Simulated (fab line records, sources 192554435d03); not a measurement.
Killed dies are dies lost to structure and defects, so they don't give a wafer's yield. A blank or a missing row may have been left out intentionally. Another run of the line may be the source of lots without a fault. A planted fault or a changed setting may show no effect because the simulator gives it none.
Split-lot experiment :: flow n5Finfet :: 7 lots, 21 wafers read, on a route of 1938 steps

THE SPLIT ITSELF
At N5_BEOL_M8_TRENCH_ETCH_37 (etches SiCOH lowk in C4F6/O2, target depth 93.478 nm, time 31.2 s), the setting timeS was moved away from the recipe's 31.2 s on 11 of the 21 wafers read, by -18.2% to +20.8%. The other wafers ran this setting at the recipe's value.

FROM THE SPLIT TO THE READING: what the file shows between them, 11 steps
- N5_BEOL_M8_ETCH_41: etches SiCN in CH3F/O2, target depth 31.9 nm, time 57.8 s
- N5_BEOL_M8_STRIP_80: strips in N2/H2, time 10 s
- N5_BEOL_M8_OCD_MEAS_38
- N5_BEOL_M8_HM_STRIP_39: strips TiN in peroxide tin strip, target depth 25 nm, time 158 s
- N5_BEOL_M8_SRD_40: time 30 s
- N5_BEOL_M8_ECD_50: material Cu, target thk 300 nm
- N5_BEOL_M8_ANNEAL_51: time 90 s
- N5_BEOL_M8_CMP_52: polishes, stops on SiCOH lowk, t overpolish 6.9 s, target thk 80 nm
- N5_BEOL_M8_THK_MEAS_53: measures by xrf
- N5_BEOL_M8_PRE_CLEAN_55: time 15 s
- N5_BEOL_M8_DEP_56: deposits SiCN from 3MS/NH3, target thk 10 nm, time 17.5 s

THE READING
M8_RS (ohm/sq), read at N5_BEOL_M8_RS_MEAS_57 with a four-point probe. On this fab line, fault-free wafers typically give 0.286 ohm/sq with a standard deviation of 0.0053 ohm/sq.

wafer: L076.1
tool, chamber at the split: rieDiel-01, 3
timeS as run, s: 33.78
against the recipe: +8.3%
M8_RS, ohm/sq: 0.253
against lot-mates on the recipe: -0.040

wafer: L076.5
tool, chamber at the split: rieDiel-01, 1
timeS as run, s: 31.2
against the recipe: recipe
M8_RS, ohm/sq: 0.293
against lot-mates on the recipe: -

wafer: L076.6
tool, chamber at the split: rieDiel-01, 2
timeS as run, s: 33.78
against the recipe: +8.3%
M8_RS, ohm/sq: 0.259
against lot-mates on the recipe: -0.034

wafer: L080.4
tool, chamber at the split: rieDiel-06, 0
timeS as run, s: 25.51
against the recipe: -18.2%
M8_RS, ohm/sq: 0.378
against lot-mates on the recipe: +0.095

wafer: L080.5
tool, chamber at the split: rieDiel-06, 2
timeS as run, s: 31.2
against the recipe: recipe
M8_RS, ohm/sq: 0.278
against lot-mates on the recipe: -

wafer: L080.6
tool, chamber at the split: rieDiel-06, 3
timeS as run, s: 31.2
against the recipe: recipe
M8_RS, ohm/sq: 0.288
against lot-mates on the recipe: -

wafer: L082.3
tool, chamber at the split: rieDiel-01, 2
timeS as run, s: 31.2
against the recipe: recipe
M8_RS, ohm/sq: 0.294
against lot-mates on the recipe: -

wafer: L082.4
tool, chamber at the split: rieDiel-01, 1
timeS as run, s: 26.79
against the recipe: -14.1%
M8_RS, ohm/sq: 0.357
against lot-mates on the recipe: +0.063

wafer: L082.6
tool, chamber at the split: rieDiel-01, 2
timeS as run, s: 26.79
against the recipe: -14.1%
M8_RS, ohm/sq: 0.363
against lot-mates on the recipe: +0.069

wafer: L083.3
tool, chamber at the split: rieDiel-01, 3
timeS as run, s: 34.57
against the recipe: +10.8%
M8_RS, ohm/sq: 0.243
against lot-mates on the recipe: -0.044

wafer: L083.4
tool, chamber at the split: rieDiel-01, 1
timeS as run, s: 31.2
against the recipe: recipe
M8_RS, ohm/sq: 0.287
against lot-mates on the recipe: -

wafer: L083.5
tool, chamber at the split: rieDiel-01, 1
timeS as run, s: 34.57
against the recipe: +10.8%
M8_RS, ohm/sq: 0.242
against lot-mates on the recipe: -0.045

wafer: L084.1
tool, chamber at the split: rieDiel-02, 1
timeS as run, s: 31.2
against the recipe: recipe
M8_RS, ohm/sq: 0.288
against lot-mates on the recipe: -

wafer: L084.3
tool, chamber at the split: rieDiel-02, 0
timeS as run, s: 37.7
against the recipe: +20.8%
M8_RS, ohm/sq: 0.217
against lot-mates on the recipe: -0.071

wafer: L084.6
tool, chamber at the split: rieDiel-02, 3
timeS as run, s: 37.7
against the recipe: +20.8%
M8_RS, ohm/sq: 0.225
against lot-mates on the recipe: -0.063

wafer: L085.1
tool, chamber at the split: rieDiel-01, 2
timeS as run, s: 31.2
against the recipe: recipe
M8_RS, ohm/sq: 0.284
against lot-mates on the recipe: -

wafer: L085.3
tool, chamber at the split: rieDiel-01, 3
timeS as run, s: 31.2
against the recipe: recipe
M8_RS, ohm/sq: 0.287
against lot-mates on the recipe: -

wafer: L085.6
tool, chamber at the split: rieDiel-01, 2
timeS as run, s: 31.2
against the recipe: recipe
M8_RS, ohm/sq: 0.285
against lot-mates on the recipe: -

wafer: L096.3
tool, chamber at the split: rieDiel-02, 0
timeS as run, s: 31.2
against the recipe: recipe
M8_RS, ohm/sq: 0.284
against lot-mates on the recipe: -

wafer: L096.5
tool, chamber at the split: rieDiel-02, 3
timeS as run, s: 27.54
against the recipe: -11.7%
M8_RS, ohm/sq: 0.345
against lot-mates on the recipe: +0.061

wafer: L096.6
tool, chamber at the split: rieDiel-02, 0
timeS as run, s: 27.54
against the recipe: -11.7%
M8_RS, ohm/sq: 0.345
against lot-mates on the recipe: +0.061

FIT RESULTS
A straight line over all 21 wafers: M8_RS changes by -0.00417 ohm/sq for each +1% of timeS; r = -0.98; the points scatter about the line by 0.0085 ohm/sq.
The same after taking each lot's own level away (the mean of its wafers on the recipe; 21 wafers): -0.0042 ohm/sq for each +1%; r = -0.98; scatter 0.0082 ohm/sq.
Per that fit: largest timeS move, reading shift of 0.088 ohm/sq.
Measured against the standard deviation above, the lots' own levels, which go from 0.2830 to 0.2940 ohm/sq, span 2.1 times it.
The two slopes agree, so the slope changes little with the lot-to-lot level.
Check: -0.0868 ohm/sq against its lot-mates is what the line predicts for one of the wafers moved furthest among these (+20.8%) when that wafer is left out of the fit. It came out at -0.071 ohm/sq against them.

FURTHER SPLITS ON THESE WAFERS
Other splits were also applied to these wafers ahead of the reading. Each is held against what the fit with the lots' levels taken away leaves over:
other split on the same wafers: N5_BEOL_M8_DESCUM_33 timeS
wafers away from the commonest value: 5
r with M8_RS (lot level and that fit taken away): +0.31

THE WHOLE CHAIN: every reading that the file lists as answering this split, in the file's order
step: N5_BEOL_M8_TRENCH_ETCH_37
what it does: etches SiCOH lowk in C4F6/O2, target depth 93.478 nm, time 31.2 s
reading: etch.depthNm (the simulator's own value, which no gauge read)
change (the file's fit): +0.931 nm for each +1% of the setting
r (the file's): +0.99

step: N5_BEOL_M8_TRENCH_ETCH_37
what it does: etches SiCOH lowk in C4F6/O2, target depth 93.478 nm, time 31.2 s
reading: BEOL_M8.featureDepthNm (the simulator's own value, which no gauge read)
change (the file's fit): +0.931 nm for each +1% of the setting
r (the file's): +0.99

step: N5_BEOL_M8_OCD_MEAS_38
what it does: 
reading: trenchDepthNm
change (the file's fit): +0.948 nm for each +1% of the setting
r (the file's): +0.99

step: N5_BEOL_M8_CMP_52
what it does: polishes, stops on SiCOH lowk, t overpolish 6.9 s, target thk 80 nm
reading: Cu_of_BEOL_M8_ECD_50.thkNm (the simulator's own value, which no gauge read)
change (the file's fit): +0.986 nm for each +1% of the setting
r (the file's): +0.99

step: N5_BEOL_M8_THK_MEAS_53
what it does: measures by xrf
reading: M8_THK
change (the file's fit): +0.987 for each +1% of the setting
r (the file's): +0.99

step: N5_BEOL_M8_RS_MEAS_57
what it does: measures by four-point-probe
reading: M8_RS
change (the file's fit): -0.00432 for each +1% of the setting
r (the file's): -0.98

THE FILE'S OWN FIT
M8_RS changes by -0.00432 ohm/sq for each +1% of timeS, r = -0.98.
